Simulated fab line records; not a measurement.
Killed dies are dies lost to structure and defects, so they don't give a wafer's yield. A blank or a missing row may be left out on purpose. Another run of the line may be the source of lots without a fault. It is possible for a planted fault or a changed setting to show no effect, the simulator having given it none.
Chamber matching | flow n5Finfet | N5_SD_EPI_P_ETCH_47 on rieDiel-05: 4 sister chambers
The step etches SiOCN in CH3F/O2, target depth 25 nm. 14 wafers are shown with their chamber, then 7 later ones without.

== WAFERS WITH THEIR CHAMBER ==
wafer  | chamber | showerheadPlenumPTorr (Torr) | drypumpMotorCurrentA (A) | throttleValvePct (%)
L076.1 | 3       | 1.93                         | 5.5                      | 16.25
L076.2 | 0       | 1.91                         | 6.1                      | 16.47
L076.4 | 3       | 1.93                         | 5.5                      | 16.25
L082.1 | 0       | 1.90                         | 6.1                      | 16.49
L082.3 | 3       | 1.93                         | 5.5                      | 16.28
L082.6 | 1       | 1.87                         | 5.7                      | 16.49
L088.1 | 0       | 1.90                         | 6.0                      | 16.48
L088.4 | 2       | 2.05                         | 5.5                      | 15.90
L088.5 | 0       | 1.90                         | 6.0                      | 16.52
L089.1 | 3       | 1.93                         | 5.5                      | 16.31
L089.2 | 0       | 1.90                         | 6.0                      | 16.51
L089.6 | 1       | 1.86                         | 5.7                      | 16.50
L091.2 | 0       | 1.90                         | 6.0                      | 16.51
L091.4 | 1       | 1.86                         | 5.7                      | 16.52

SIGNATURES (means of the wafers above)
reading               | chamber 0 | chamber 1 | chamber 2 | chamber 3 | scatter within a chamber
showerheadPlenumPTorr | 1.9017    | 1.8633    | 2.0500    | 1.9300    | 0.00387
drypumpMotorCurrentA  | 6.033     | 5.700     | 5.500     | 5.500     | 0.0365
throttleValvePct      | 16.4967   | 16.5033   | 15.9000   | 16.2725   | 0.0221
Rule: for each reading, subtract the chamber's mean from the wafer's reading, divide by that reading's scatter and square the result; add these up over the readings and take the root, which gives the wafer's distance from the chamber. If the next closest chamber is less than 2 further off than the closest, the wafer can't be placed; otherwise it belongs to the closest. The scatter: the root of (the sum of the squares of (reading less its chamber's mean) over the shown wafers, divided by (wafers less chambers)).

== WAFERS WITH NO CHAMBER GIVEN ==
wafer  | showerheadPlenumPTorr (Torr) | drypumpMotorCurrentA (A) | throttleValvePct (%)
L091.5 | 2.05                         | 5.6                      | 15.89
L092.2 | 1.90                         | 6.1                      | 16.51
L092.4 | 1.86                         | 5.7                      | 16.53
L092.5 | 1.86                         | 5.7                      | 16.50
L095.3 | 1.92                         | 5.6                      | 16.31
L095.5 | 1.92                         | 5.6                      | 16.33
L095.6 | 2.05                         | 5.5                      | 15.90

== THE CHAMBER EACH PASSED THROUGH ==
wafer  | from the rows above | in truth
L091.5 | 2                   | 2
L092.2 | 0                   | 0
L092.4 | 1                   | 1
L092.5 | 1                   | 1
L095.3 | 3                   | 3
L095.5 | 3                   | 3
L095.6 | 2                   | 2
Placed correctly: 7 of 7. Can't be placed from these rows: 0. Wrongly placed: 0.
